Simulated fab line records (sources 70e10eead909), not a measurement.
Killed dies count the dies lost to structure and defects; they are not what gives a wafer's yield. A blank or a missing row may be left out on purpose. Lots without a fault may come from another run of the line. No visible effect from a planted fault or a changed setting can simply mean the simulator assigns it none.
Matching of chambers -- flow nand harc -- 4 sister chambers for NHARC_A_CONTACT_DESCUM_47 on rie diel-07
The step chemistry O2, time 3 s. 27 wafers are shown with their chamber, then 12 later ones without.

WAFERS PAIRED WITH THEIR CHAMBERS
wafer,chamber,showerhead plenum p Torr (Torr),drypump motor current A (A),oes product au (a.u.)
L075.1,3,2.00,6.8,1.002
L075.2,2,1.85,5.5,1.001
L075.4,0,1.80,5.7,0.996
L079.1,3,2.00,6.8,1.004
L079.4,2,1.85,5.5,1.003
L079.5,0,1.80,5.7,1.000
L082.2,0,1.80,5.7,1.003
L082.3,3,2.00,6.8,1.001
L082.6,3,2.00,6.7,0.992
L082.1,1,2.02,5.4,0.988
L082.4,2,1.84,5.5,1.010
L082.5,0,1.80,5.7,1.001
L087.1,1,2.02,5.4,0.990
L087.2,3,2.00,6.7,1.007
L087.3,0,1.80,5.7,1.004
L092.2,1,2.02,5.4,0.984
L092.4,3,2.00,6.8,1.012
L092.5,0,1.80,5.7,1.012
L089.2,1,2.02,5.3,0.986
L089.4,0,1.80,5.7,1.008
L089.5,1,2.02,5.4,0.996
L089.1,2,1.84,5.5,1.008
L089.3,3,2.00,6.7,1.005
L089.6,2,1.84,5.5,1.025
L091.1,3,2.00,6.8,1.002
L091.2,0,1.80,5.7,1.009
L091.5,0,1.80,5.7,1.016

SIGNATURES (means of the wafers above)
reading,chamber 0,chamber 1,chamber 2,chamber 3,scatter within a chamber
showerhead plenum p Torr,1.8000,2.0200,1.8440,2.0000,0.00228
drypump motor current A,5.700,5.380,5.500,6.763,0.0341
oes product au,1.00544,0.98880,1.00940,1.00313,0.00656
Rule: distance of a wafer from a chamber = root of the sum over the readings of ((wafer's reading minus chamber's mean) / reading's scatter) squared. If the next closest chamber is less than 2 further off than the closest, the wafer can't be placed; otherwise it belongs to the closest. The scatter is the square root of a quotient: the sum, over the shown wafers, of each reading's squared deviation from its chamber's mean, divided by wafers minus chambers.

WAFERS WHOSE CHAMBER IS MISSING
wafer,showerhead plenum p Torr (Torr),drypump motor current A (A),oes product au (a.u.)
L091.3,2.02,5.3,0.995
L091.4,1.84,5.5,1.018
L091.6,2.00,6.8,1.011
L094.1,2.02,5.4,1.002
L094.4,2.00,6.7,1.005
L094.6,2.00,6.8,1.000
L096.1,1.80,5.7,1.017
L096.4,2.02,5.4,0.999
L096.6,1.84,5.5,1.009
L097.1,2.00,6.8,0.999
L097.4,1.84,5.5,1.005
L097.6,1.84,5.5,1.014

EACH ONE'S CHAMBER
wafer,from the rows above,in truth
L091.3,1,1
L091.4,2,2
L091.6,3,3
L094.1,1,1
L094.4,3,3
L094.6,3,3
L096.1,0,0
L096.4,1,1
L096.6,2,2
L097.1,3,3
L097.4,2,2
L097.6,2,2
Correct placement for 12 of the 12. Can't be placed from these rows: 0. Placed wrongly: 0.
